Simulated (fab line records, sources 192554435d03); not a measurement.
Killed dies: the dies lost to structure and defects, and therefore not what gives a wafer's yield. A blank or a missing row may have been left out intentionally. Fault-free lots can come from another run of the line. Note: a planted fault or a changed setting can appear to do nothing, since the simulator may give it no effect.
fab line records	flow n5_finfet	part 1 of 2: steps 1 to 19 of 26
record lots=5	wafers=15	last_day=17
route steps=1938 shown BEOL_M3@954
lots that met no fault: from a run of the same line without faults
start_h: the number of hours between the record's first day and the start of the first shown wafer of the lot	wait_h: hours elapsed since this lot's preceding step	" same as the row above	L1.1+2: a single row standing in for several wafers	- value missing, or start not given	* or withheld: withheld	< > ~ a bound
route shown NAME@n: names a module that has steps shown in the file, with the first one's number in the route	usual: mean/standard deviation taken from wafers without a fault	same: alike in all rows	chamber/n: place in a boat	sites: each site's reading	_std_site: how widely they spread, as a standard deviation	_edge_site: mean of outer sites minus mean of inner sites	radius_mm: how far each site lies from the wafer's centre	mask NAME#n: copy n	behind: the most recent tool/chamber to have shaped the wafer	hold: what put the lot on hold/how long, in hours/how the hold closed	device: the transistor (n, p or np) that didn't switch	end of line: the route-end tests of the same wafers	a step with no rows: only its recipe	killed: dies that structure and defects cost at the first sort, which is not the same as the wafer's yield	map: dies across one wafer; x = killed, . = not, _ = none there
set.NAME: the setting that was run; set.NAME@STEP: the one run at that earlier step	model.NAME: the simulator's own value behind a step, which no gauge read
lots seen at some steps along the route; tables by step, rows by wafer
services: a tool's chamber out of use, with start hour (start_h, from the record's first day; less than 0 if before it), hours out, and reason
## steps
# step N5_BEOL_M3_HM_OPEN_17
# recipe chemistry=Cl2/BCl3	target_depth_a=200	overetch_a=60	target=TiN	mask_material=SOC	ion_energy_ev=150	pressure_mtorr=10	icp_w=1000	bias_w=126	Cl2_flow_sccm=53.25	bcl3_flow_sccm=21.75	Ar_flow_sccm=25
# usual drypump_motor_current_A=5.7/0.5	oes_product_au=0.63/0.078	throttle_valve_pct=22.13/0.23
lot.wafer	tool	chamber	start_h	wait_h	drypump_motor_current_A	oes_product_au	rf_hours_counter_h	throttle_valve_pct
L075.2	rie_metal-01	1	176.54	0.0	5.1	0.54	108	22.22
L075.3	"	1	"	"	5.1	0.54	-	22.25
L075.5	"	0	"	"	6.7	0.66	-	22.45
L082.2	rie_metal-03	0	200.61	0.0	5.3	0.54	126	22.33
L082.4	"	1	"	"	5.1	0.66	-	21.95
L082.5	"	1	"	"	5.1	0.66	-	21.97
L084.1	rie_metal-02	0	229.04	0.0	5.6	0.72	18	21.83
L084.2	"	1	"	"	5.9	0.56	105	22.28
L084.5	"	1	"	"	5.9	0.56	-	22.29
L087.2	rie_metal-02	0	240.95	0.0	5.6	0.73	20	21.80
L087.3	"	0	"	"	5.6	0.73	-	21.83
L087.6	"	1	"	"	5.9	0.55	-	22.30
L088.1	rie_metal-02	1	257.73	0.0	5.9	0.55	108	22.30
L088.2	"	0	"	"	5.7	0.71	21	21.83
L088.4	"	1	"	"	5.9	0.55	-	22.30
# step N5_BEOL_M3_STRIP_19
# recipe chemistry=O2	power_w=400	temp_c=40	pressure_mtorr=30	rf_frequency_hz=6e+07	bias_power_w=0	overash_fraction=0.2	o2_flow_sccm=225
# usual drypump_motor_current_A=5.9/0.33	oes_product_au=0.82/0.1	rf_vpp_V=3.6/0.51	showerhead_plenum_p_Torr=2.14/0.061	throttle_valve_pct=16.68/0.2
# same bias_power_w=0	overash_fraction=0.2
lot.wafer	tool	chamber	start_h	wait_h	drypump_motor_current_A	oes_product_au	rf_hours_counter_h	rf_vpp_V	showerhead_plenum_p_Torr	throttle_valve_pct
L075.2	rie_diel-01	0	176.81	0.2	6.4	0.86	49	4.2	2.12	16.75
L075.3	"	3	"	"	5.8	0.86	52	3.7	2.12	16.61
L075.5	"	1	"	"	5.8	0.69	-	2.7	2.17	17.18
L082.2	rie_diel-05	3	200.72	0.1	5.8	0.69	240	4.1	2.15	16.96
L082.4	"	1	"	"	6.0	0.76	139	3.7	2.09	16.66
L082.5	"	1	"	"	6.0	0.75	-	3.5	2.09	16.63
L084.1	rie_diel-02	3	229.15	0.1	6.2	0.89	43	4.1	2.23	16.60
L084.2	"	2	"	"	6.2	0.69	227	3.5	2.06	16.63
L084.5	"	0	"	"	5.5	0.75	-	4.3	2.16	17.09
L087.2	rie_diel-05	1	241.06	0.1	6.0	0.74	154	3.4	2.08	16.68
L087.3	"	0	"	"	6.1	0.68	229	3.5	2.15	16.83
L087.6	"	2	"	"	5.0	0.73	-	3.9	2.00	16.65
L088.1	rie_diel-01	0	257.84	0.1	6.3	0.82	79	3.4	2.11	16.83
L088.2	"	2	"	"	5.8	0.96	24	3.9	2.22	16.50
L088.4	"	3	"	"	5.9	0.82	79	3.9	2.11	16.67
# step N5_BEOL_M3_CD_MEAS_18
# recipe pitch_nm=36	target_cd_nm=18
# usual cd_nm=17.7/0.36
lot.wafer	tool	chamber	start_h	wait_h	cd_nm
L075.2	cd_sem-02	-	176.88	0.1	17.8
L075.3	"	-	"	"	17.7
L075.5	"	-	"	"	17.7
L082.2	cd_sem-03	-	200.80	0.1	17.6
L082.4	"	-	"	"	17.7
L082.5	"	-	"	"	17.4
L084.1	cd_sem-01	-	229.22	0.0	18.0
L084.2	"	-	"	"	18.3
L084.5	"	-	"	"	17.7
L087.2	cd_sem-02	-	241.13	0.1	17.8
L087.3	"	-	"	"	17.6
L087.6	"	-	"	"	17.9
L088.1	cd_sem-02	-	257.91	0.0	18.2
L088.2	"	-	"	"	17.4
L088.4	"	-	"	"	18.0
# step N5_BEOL_M3_COAT_67
# recipe resist=SOC	temp_c=250	time_s=60	spin_rpm=1500	resist_thk_nm=60
# usual plate_temp_C=250.02/0.18	resist_line_temp_C=22.98/0.09
lot.wafer	tool	chamber	start_h	wait_h	plate_temp_C	resist_line_temp_C
L075.2	litho_track-02	0	176.92	0.0	250.31	22.89
L075.3	"	0	"	"	249.86	22.97
L075.5	"	0	"	"	250.01	22.91
L082.2	litho_track-04	0	200.83	0.0	250.34	23.13
L082.4	"	0	"	"	250.25	23.02
L082.5	"	0	"	"	250.35	23.11
L084.1	litho_track-05	0	229.26	0.0	249.67	22.95
L084.2	"	0	"	"	249.85	23.04
L084.5	"	0	"	"	249.94	23.06
L087.2	litho_track-02	0	241.16	0.0	249.88	23.02
L087.3	"	0	"	"	249.81	22.77
L087.6	"	0	"	"	250.26	22.88
L088.1	litho_track-05	0	257.95	0.0	249.64	22.97
L088.2	"	0	"	"	249.63	22.94
L088.4	"	0	"	"	249.90	22.91
# step N5_BEOL_M3_COAT_68
# recipe resist=SiARC	temp_c=220	time_s=60	spin_rpm=1500	resist_thk_nm=12
# usual plate_temp_C=220.00/0.16	resist_line_temp_C=22.99/0.1
lot.wafer	tool	chamber	start_h	wait_h	plate_temp_C	resist_line_temp_C
L075.2	litho_track-02	0	-	-	220.07	22.91
L075.3	"	0	"	"	219.65	22.82
L075.5	"	0	"	"	219.99	22.83
L082.2	litho_track-04	0	-	-	219.94	22.94
L082.4	"	0	"	"	219.93	23.00
L082.5	"	0	"	"	220.10	23.00
L084.1	litho_track-05	0	-	-	220.02	23.11
L084.2	"	0	"	"	220.26	22.95
L084.5	"	0	"	"	220.10	23.08
L087.2	litho_track-02	0	-	-	220.02	22.91
L087.3	"	0	"	"	220.02	22.95
L087.6	"	0	"	"	219.82	22.97
L088.1	litho_track-05	0	-	-	219.85	22.94
L088.2	"	0	"	"	219.92	22.86
L088.4	"	0	"	"	220.14	22.94
# step N5_BEOL_M3_COAT_76
# recipe resist=underlayer	temp_c=205	time_s=60	spin_rpm=1500	resist_thk_nm=5
# usual plate_temp_C=204.96/0.17	resist_line_temp_C=22.99/0.12
lot.wafer	tool	chamber	start_h	wait_h	plate_temp_C	resist_line_temp_C
L075.2	litho_track-02	0	-	-	205.18	22.94
L075.3	"	0	"	"	205.03	23.15
L075.5	"	0	"	"	205.21	23.19
L082.2	litho_track-04	0	-	-	205.22	22.94
L082.4	"	0	"	"	204.99	22.83
L082.5	"	0	"	"	205.01	22.92
L084.1	litho_track-05	0	-	-	204.69	23.08
L084.2	"	0	"	"	204.95	22.99
L084.5	"	0	"	"	204.74	23.05
L087.2	litho_track-02	0	-	-	204.81	22.96
L087.3	"	0	"	"	205.03	22.91
L087.6	"	0	"	"	204.88	22.99
L088.1	litho_track-05	0	-	-	204.63	22.85
L088.2	"	0	"	"	204.95	22.86
L088.4	"	0	"	"	204.72	23.07
# step N5_BEOL_M3_COAT_22
# recipe resist=CAR-EUV	spin_rpm=1500	resist_thk_nm=30
# usual resist_line_temp_C=23.00/0.092
lot.wafer	tool	chamber	start_h	wait_h	resist_line_temp_C
L075.2	litho_track-02	0	-	-	23.07
L075.3	"	0	"	"	22.94
L075.5	"	0	"	"	23.01
L082.2	litho_track-04	0	-	-	22.95
L082.4	"	0	"	"	22.95
L082.5	"	0	"	"	22.88
L084.1	litho_track-05	0	-	-	22.95
L084.2	"	0	"	"	23.03
L084.5	"	0	"	"	22.87
L087.2	litho_track-02	0	-	-	22.85
L087.3	"	0	"	"	23.21
L087.6	"	0	"	"	22.86
L088.1	litho_track-05	0	-	-	23.12
L088.2	"	0	"	"	23.12
L088.4	"	0	"	"	23.00
# step N5_BEOL_M3_EBR_24
# recipe solvent=PGMEA	ebr_width_mm=1.5
# usual resist_line_temp_C=23.00/0.1
# same ebr_width_mm=1.5
lot.wafer	tool	chamber	start_h	wait_h	resist_line_temp_C
L075.2	litho_track-02	0	-	-	23.21
L075.3	"	0	"	"	23.08
L075.5	"	0	"	"	23.06
L082.2	litho_track-04	0	-	-	22.93
L082.4	"	0	"	"	22.87
L082.5	"	0	"	"	22.97
L084.1	litho_track-05	0	-	-	23.06
L084.2	"	0	"	"	23.08
L084.5	"	0	"	"	23.00
L087.2	litho_track-02	0	-	-	22.95
L087.3	"	0	"	"	22.97
L087.6	"	0	"	"	22.89
L088.1	litho_track-05	0	-	-	23.15
L088.2	"	0	"	"	23.06
L088.4	"	0	"	"	23.23
# step N5_BEOL_M3_SOFTBAKE_23
# recipe temp_c=110	time_s=60	resist=CAR-EUV
# usual plate_temp_C=110.01/0.13	resist_line_temp_C=23.01/0.11
lot.wafer	tool	chamber	start_h	wait_h	plate_temp_C	resist_line_temp_C
L075.2	litho_track-02	0	-	-	109.91	23.06
L075.3	"	0	"	"	110.03	23.01
L075.5	"	0	"	"	109.85	23.06
L082.2	litho_track-04	0	-	-	109.98	22.94
L082.4	"	0	"	"	110.03	22.96
L082.5	"	0	"	"	109.87	22.87
L084.1	litho_track-05	0	-	-	109.87	23.12
L084.2	"	0	"	"	109.79	23.21
L084.5	"	0	"	"	110.04	23.28
L087.2	litho_track-02	0	-	-	109.99	22.85
L087.3	"	0	"	"	109.86	22.80
L087.6	"	0	"	"	110.03	22.96
L088.1	litho_track-05	0	-	-	110.00	23.10
L088.2	"	0	"	"	109.82	23.16
L088.4	"	0	"	"	110.15	23.11
# step N5_BEOL_M3_EXPOSE_25
# recipe mask_id=V2	na=0.33	source_shape=quasar	sigma_inner=0.2	sigma_outer=0.8	polarization=unpolarized	defocus_nm=5	dose_mj=63
lot.wafer	tool	chamber	start_h	wait_h	mask
L075.2+3+5	euv_scanner-02	0	177.06	-	V2#0
L082.2+4+5	euv_scanner-02	0	201.02	-	V2#0
L084.1+2+5	euv_scanner-01	0	229.40	-	V2#0
L087.2+3+6	euv_scanner-01	0	241.31	-	V2#0
L088.1+2+4	euv_scanner-02	0	258.09	-	V2#0
# step N5_BEOL_M3_PEB_26
# recipe peb_temp_c=100	peb_time_s=60	resist=CAR-EUV
# usual plate_temp_C=99.99/0.15	resist_line_temp_C=23.00/0.1
lot.wafer	tool	chamber	start_h	wait_h	plate_temp_C	resist_line_temp_C
L075.2	litho_track-02	0	177.13	0.1	100.18	22.97
L075.3	"	0	"	"	100.13	23.10
L075.5	"	0	"	"	100.15	23.02
L082.2	litho_track-02	0	201.09	0.1	100.14	23.04
L082.4	"	0	"	"	99.78	23.07
L082.5	"	0	"	"	100.05	22.78
L084.1	litho_track-04	0	229.47	0.1	99.87	22.82
L084.2	"	0	"	"	99.87	23.01
L084.5	"	0	"	"	99.75	23.01
L087.2	litho_track-02	0	241.38	0.1	100.04	23.05
L087.3	"	0	"	"	100.02	22.99
L087.6	"	0	"	"	100.04	22.90
L088.1	litho_track-02	0	258.16	0.1	100.01	22.84
L088.2	"	0	"	"	100.22	22.99
L088.4	"	0	"	"	100.21	23.08
# step N5_BEOL_M3_DEVELOP_27
# recipe develop_time_s=30	developer=TMAH	resist=CAR-EUV	rinse_liquid=surfactant_rinse	dry=air_spin	dev_temp_c=23
# usual resist_line_temp_C=23.04/0.092
# same develop_time_s=30
lot.wafer	tool	chamber	start_h	wait_h	resist_line_temp_C
L075.2	litho_track-02	0	-	-	22.95
L075.3	"	0	"	"	23.01
L075.5	"	0	"	"	23.10
L082.2	litho_track-02	0	-	-	22.82
L082.4	"	0	"	"	23.02
L082.5	"	0	"	"	22.96
L084.1	litho_track-04	0	-	-	23.21
L084.2	"	0	"	"	23.04
L084.5	"	0	"	"	23.00
L087.2	litho_track-02	0	-	-	23.00
L087.3	"	0	"	"	22.98
L087.6	"	0	"	"	23.02
L088.1	litho_track-02	0	-	-	22.96
L088.2	"	0	"	"	22.95
L088.4	"	0	"	"	23.08
# step N5_BEOL_M3_CD_MEAS_28
# recipe target_cd_nm=25.7	landing_energy_ev=500	detector=se_inlens	target_cd_y_nm=23.3	polarity=opening
# usual cd_nm=25.68/0.2
lot.wafer	tool	chamber	start_h	wait_h	cd_nm
L075.2	cd_sem-03	0	177.20	-	25.76
L075.3	"	0	"	"	25.93
L075.5	"	0	"	"	25.92
L082.2	cd_sem-01	0	201.16	-	25.33
L082.4	"	0	"	"	25.37
L082.5	"	0	"	"	25.86
L084.1	cd_sem-01	0	229.54	-	25.44
L084.2	"	0	"	"	25.33
L084.5	"	0	"	"	25.57
L087.2	cd_sem-01	0	241.45	-	25.89
L087.3	"	0	"	"	25.81
L087.6	"	0	"	"	25.69
L088.1	cd_sem-03	0	258.23	-	25.59
L088.2	"	0	"	"	25.49
L088.4	"	0	"	"	25.87
# step N5_BEOL_M3_OVL_MEAS_29
# recipe points_per_wafer=522
# usual V2_OVL=0.4/0.72
lot.wafer	tool	chamber	start_h	wait_h	V2_OVL[nm]
L075.2	overlay-02	0	177.24	0.0	-1.0
L075.3	"	0	"	"	-0.2
L075.5	"	0	"	"	0.0
L082.2	overlay-01	0	201.19	0.0	-0.7
L082.4	"	0	"	"	0.3
L082.5	"	0	"	"	0.9
L084.1	overlay-02	0	229.57	0.0	1.3
L084.2	"	0	"	"	1.2
L084.5	"	0	"	"	0.3
L087.2	overlay-02	0	241.48	0.0	-0.1
L087.3	"	0	"	"	-0.6
L087.6	"	0	"	"	-0.5
L088.1	overlay-02	0	258.26	0.0	-0.2
L088.2	"	0	"	"	-0.1
L088.4	"	0	"	"	-0.5
# step N5_BEOL_M3_INSPECT_30
# recipe mode=adi	inspect_instrument=brightfield
# usual raw_defect_count=434/94
lot.wafer	tool	chamber	start_h	wait_h	raw_defect_count
L075.2	defect_inspect-01	-	177.29	0.0	603
L075.3	"	-	"	"	437
L075.5	"	-	"	"	475
L082.2	defect_inspect-01	-	201.25	0.0	480
L082.4	"	-	"	"	308
L082.5	"	-	"	"	485
L084.1	defect_inspect-01	-	229.63	0.1	385
L084.2	"	-	"	"	349
L084.5	"	-	"	"	450
L087.2	defect_inspect-01	-	241.53	0.0	299
L087.3	"	-	"	"	357
L087.6	"	-	"	"	367
L088.1	defect_inspect-01	-	258.32	0.1	481
L088.2	"	-	"	"	499
L088.4	"	-	"	"	430
# step N5_BEOL_M3_DESCUM_33
# recipe chemistry=O2	time_s=7	source_power_w=50	bias_power_w=20	pressure_mtorr=20	rf_frequency_hz=2.712e+07	temp_c=40	resist=CAR-EUV	o2_flow_sccm=225
# usual bias_power_w=20.00/0.067	drypump_motor_current_A=5.9/0.35	oes_product_au=0.81/0.094	rf_vpp_V=243.8/1.2	showerhead_plenum_p_Torr=2.13/0.061	throttle_valve_pct=20.46/0.22
lot.wafer	tool	chamber	start_h	wait_h	bias_power_w	drypump_motor_current_A	oes_product_au	rf_hours_counter_h	rf_vpp_V	showerhead_plenum_p_Torr	throttle_valve_pct
L075.2	rie_diel-05	1	178.05	0.8	20.06	6.0	0.76	133	242.8	2.09	20.37
L075.3	"	2	"	"	19.85	5.0	0.75	171	241.2	2.01	20.35
L075.5	"	3	"	"	20.04	5.8	0.69	-	245.1	2.15	20.68
L082.2	rie_diel-02	0	201.28	0.0	19.92	5.5	0.76	169	244.0	2.16	20.85
L082.4	"	3	"	"	19.94	6.3	0.91	32	245.6	2.23	20.40
L082.5	"	0	"	"	19.83	5.5	0.75	-	245.0	2.16	20.86
L084.1	rie_diel-02	1	229.66	0.0	19.90	5.7	0.91	20	245.2	2.12	20.11
L084.2	"	3	"	"	20.08	6.2	0.89	43	243.9	2.23	20.42
L084.5	"	2	"	"	19.93	6.2	0.68	-	244.2	2.06	20.32
L087.2	rie_diel-05	1	241.57	0.0	20.04	6.0	0.74	154	243.5	2.08	20.40
L087.3	"	2	"	"	20.03	5.0	0.73	192	242.0	2.00	20.36
L087.6	"	1	"	"	20.09	6.0	0.74	-	241.7	2.08	20.40
L088.1	rie_diel-02	2	258.35	0.0	20.12	6.2	0.67	236	242.2	2.06	20.33
L088.2	"	3	"	"	20.02	6.3	0.87	52	244.8	2.23	20.43
L088.4	"	1	"	"	20.19	5.7	0.89	27	244.3	2.12	20.12
# step N5_BEOL_M3_ETCH_77
# recipe chemistry=N2/H2	target=underlayer	target_depth_a=65	mask_material=CAR-EUV	time_s=5.2	ion_energy_ev=200	pressure_mtorr=30	source_w=840	bias_w=150	n2_flow_sccm=200	h2_flow_sccm=200	ends=cleared
# usual drypump_motor_current_A=5.9/0.35	etch_rf_on_time_s=5.20/0.12	oes_product_au=0.69/0.082	rf_vpp_V=525.5/2.3	showerhead_plenum_p_Torr=2.59/0.072	throttle_valve_pct=17.89/0.24
lot.wafer	tool	chamber	start_h	wait_h	drypump_motor_current_A	etch_rf_on_time_s	oes_product_au	rf_hours_counter_h	rf_vpp_V	showerhead_plenum_p_Torr	throttle_valve_pct
L075.2	rie_diel-05	1	178.08	0.0	6.0	5.10	0.65	133	522.8	2.54	17.76
L075.3	"	2	"	"	5.0	5.04	0.64	171	521.3	2.41	17.64
L075.5	"	3	"	"	5.8	5.14	0.59	-	525.2	2.60	18.03
L082.2	rie_diel-02	0	201.32	0.0	5.5	5.37	0.62	169	526.1	2.64	18.27
L082.4	"	3	"	"	6.3	5.05	0.75	32	529.6	2.70	17.79
L082.5	"	0	"	"	5.5	5.37	0.62	-	524.5	2.64	18.27
L084.1	rie_diel-02	1	229.70	0.0	5.7	5.23	0.77	20	523.1	2.59	17.61
L084.2	"	3	"	"	6.3	5.15	0.75	43	529.3	2.70	17.80
L084.5	"	2	"	"	6.2	5.42	0.57	-	522.4	2.52	17.86
L087.2	rie_diel-05	1	241.60	0.0	6.1	5.11	0.64	154	525.3	2.53	17.80
L087.3	"	2	"	"	5.0	5.07	0.63	192	521.7	2.41	17.68
L087.6	"	1	"	"	6.0	5.19	0.64	-	521.2	2.53	17.79
L088.1	rie_diel-02	2	258.39	0.0	6.2	5.29	0.58	236	525.0	2.52	17.87
L088.2	"	3	"	"	6.3	5.06	0.75	52	528.9	2.69	17.82
L088.4	"	1	"	"	5.7	5.16	0.77	27	522.8	2.59	17.61
# step N5_BEOL_M3_ETCH_69
# recipe chemistry=CF4	target=SiARC	target_depth_a=156	mask_material=CAR-EUV	time_s=26	ion_energy_ev=80	pressure_mtorr=40	source_w=545	bias_w=36	Ar_flow_sccm=100	cf4_flow_sccm=100	ends=cleared
# usual drypump_motor_current_A=5.9/0.35	etch_rf_on_time_s=26.1/0.55	oes_product_au=0.69/0.08	rf_vpp_V=184.6/1.1	showerhead_plenum_p_Torr=2.18/0.054	throttle_valve_pct=15.67/0.22
lot.wafer	tool	chamber	start_h	wait_h	drypump_motor_current_A	etch_rf_on_time_s	oes_product_au	rf_hours_counter_h	rf_vpp_V	showerhead_plenum_p_Torr	throttle_valve_pct
L075.2	rie_diel-05	1	178.10	0.0	6.0	25.8	0.65	133	183.4	2.14	15.63
L075.3	"	2	"	"	5.0	25.4	0.64	171	181.4	2.06	15.55
L075.5	"	3	"	"	5.8	25.8	0.59	-	184.7	2.19	15.90
L082.2	rie_diel-02	0	201.33	0.0	5.4	27.0	0.63	169	186.2	2.22	16.05
L082.4	"	3	"	"	6.3	25.1	0.77	32	185.0	2.26	15.41
L082.5	"	0	"	"	5.4	26.8	0.63	-	185.5	2.22	16.03
L084.1	rie_diel-02	1	229.72	0.0	5.7	26.0	0.77	20	185.2	2.20	15.39
L084.2	"	3	"	"	6.2	25.3	0.75	43	186.3	2.25	15.42
L084.5	"	2	"	"	6.2	26.8	0.57	-	184.8	2.12	15.63
L087.2	rie_diel-05	1	241.62	0.0	6.0	26.0	0.64	154	184.2	2.14	15.69
L087.3	"	2	"	"	5.0	25.9	0.62	192	182.9	2.05	15.60
L087.6	"	1	"	"	6.0	26.1	0.64	-	184.8	2.14	15.69
L088.1	rie_diel-02	2	258.41	0.0	6.2	26.6	0.57	236	185.5	2.12	15.65
L088.2	"	3	"	"	6.2	25.3	0.75	52	185.8	2.25	15.43
L088.4	"	1	"	"	5.7	25.6	0.76	27	184.2	2.19	15.41
# step N5_BEOL_M3_ALD_98
# recipe material=SiO2	target_thk_a=25	temp_c=100	ald_precursor_family=BDEAS	ald_co_reactant=O2-plasma	pulse_time_s=1	co_reactant_pulse_time_s=1	purge_time_s=2	co_reactant_purge_time_s=2	ald_cycles=17	pressure_torr=2
# usual chamber_pressure_Torr=2.000/0.0046	heater_power_w=76/8.9	precursor_pulse_height_rel=1.000/0.02
# same pulse_time_s=1
lot.wafer	tool	chamber	start_h	wait_h	chamber_pressure_Torr	heater_power_w	precursor_pulse_height_rel
L075.2	ald_sin-01	2	178.60	0.5	1.996	69	0.991
L075.3	"	0	"	"	1.999	72	0.996
L075.5	"	3	"	"	2.004	72	0.993
L082.2	ald_sin-04	1	201.44	0.1	2.010	77	1.030
L082.4	"	3	"	"	1.994	72	1.010
L082.5	"	1	"	"	2.006	76	0.966
L084.1	ald_sin-01	3	229.80	0.1	2.005	71	1.013
L084.2	"	2	"	"	2.002	68	1.015
L084.5	"	3	"	"	2.003	72	1.008
L087.2	ald_sin-01	3	241.70	0.1	2.000	70	1.010
L087.3	"	2	"	"	2.007	69	1.010
L087.6	"	1	"	"	2.002	93	1.017
L088.1	ald_sin-03	1	258.49	0.1	1.993	76	0.995
L088.2	"	2	"	"	1.997	87	1.028
L088.4	"	3	"	"	2.000	58	1.015
